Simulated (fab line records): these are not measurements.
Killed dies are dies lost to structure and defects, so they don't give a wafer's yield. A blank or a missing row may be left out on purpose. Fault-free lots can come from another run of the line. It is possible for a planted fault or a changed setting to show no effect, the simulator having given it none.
Problem report in the 8D (eight disciplines) form, filled by code :: flow n5 finfet :: the parts of the form that need people (team, actions taken, sign-off) are left out

1. PROBLEM STATEMENT
At N5_BEOL_M10_CMP_52, barrier field endpoint s averages 40.6 s over 4 wafers from 3 lots, while fault-free wafers read 29.1 s, standard deviation 0.81. Measured from the usual mean, that is +14 standard deviations.
The step: polishes, stops on SiCOH lowk, t overpolish 7 s, target thk 140 nm.
Seen first at day 13 04:17 on cmp-04, wafer L609.3. The record holds 26 wafers of 10 lots with a number at this step. Rule for "out" (also "out of limits"): further than 4 standard deviations from the usual mean. All remaining wafers that have a number are taken as sound.

2. WHAT IT IS, AND WHAT IT ISN'T
question: which readings at this step
is: barrier field endpoint s
is not: head pressure psi, slurry flow ml min

question: which lots
is: L609, L610, L613
is not: L604, L605, L606, L617, L618, L619, L620

question: which wafers of those lots
is: L609.3, L609.5, L610.5, L613.3
is not: L610.6, L613.6

question: read on which tools
is: cmp-03, cmp-04
is not: cmp-02

question: when
is: from day 13 04:17
is not: up to then (8 sound wafers); but 14 sound wafers of L610, L613, L617, L618, L619, L620 came after

3. SUSPECTS, AND WHAT RULES EACH OUT
Counting: a tool at a process step up to the reading stays a suspect if it ran every lot that is out. Sound lots after the first of them don't rule it out here, since some wafers of a struck lot are sound.
- pecvd-03 at N5_BEOL_M10_PECVD_70 (deposits SiO2 from TEOS/O2, target thk 20 nm, time 22.7 s): kept. It processed each lot that is out (first: L609, day 12 20:50); up to then, its last sound lot is L605 (day 11 17:56).
After counting, what remains is pecvd-03 at N5_BEOL_M10_PECVD_70.

4. THE CAUSE (what the simulator had put in)
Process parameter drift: pecvd-03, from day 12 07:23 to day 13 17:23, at N5_BEOL_M10_PECVD_70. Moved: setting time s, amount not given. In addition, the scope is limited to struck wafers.
Counting left only this tool.

5. SEQUENCE OF EFFECTS, ordered by route
Rows list readings where the struck wafers' mean (over those with a number) sits beyond 3 standard deviations from the usual. Readings are gone through only where the record gives a usual standard deviation; hours: the median, over the lots, of the time from a lot's start at the first step in this table giving one to that lot's start at this step; sigmas: the change measured in usual standard deviations.
hours: 0
step: N5_BEOL_M10_CMP_52
reading: barrier field endpoint s
usual: 29.1 s
on struck wafers: 40.6
change: +11.5
sigmas: +14
The process steps in it:
- N5_BEOL_M10_CMP_52: polishes, stops on SiCOH lowk, t overpolish 7 s, target thk 140 nm.
At these later measuring or inspecting steps, every struck wafer for which the step has a row has a number for every such reading, and none has moved that far: N5_BEOL_M10_RS_MEAS_57.

6. HOW IT WOULD HAVE BEEN CAUGHT EARLIER
The fault began at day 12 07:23; the first out-of-limits reading in this record came at day 13 04:17, 21 hours later.
Of the tool readings at N5_BEOL_M10_PECVD_70 for which the record gives a usual standard deviation, none was out on any struck wafer, so an alarm limit of 4 standard deviations on them would not have fired.
Lots out: 3; of these, L613 started N5_BEOL_M10_PECVD_70 on pecvd-03 after day 13 04:17. A tool hold placed at that time would have kept it from harm.
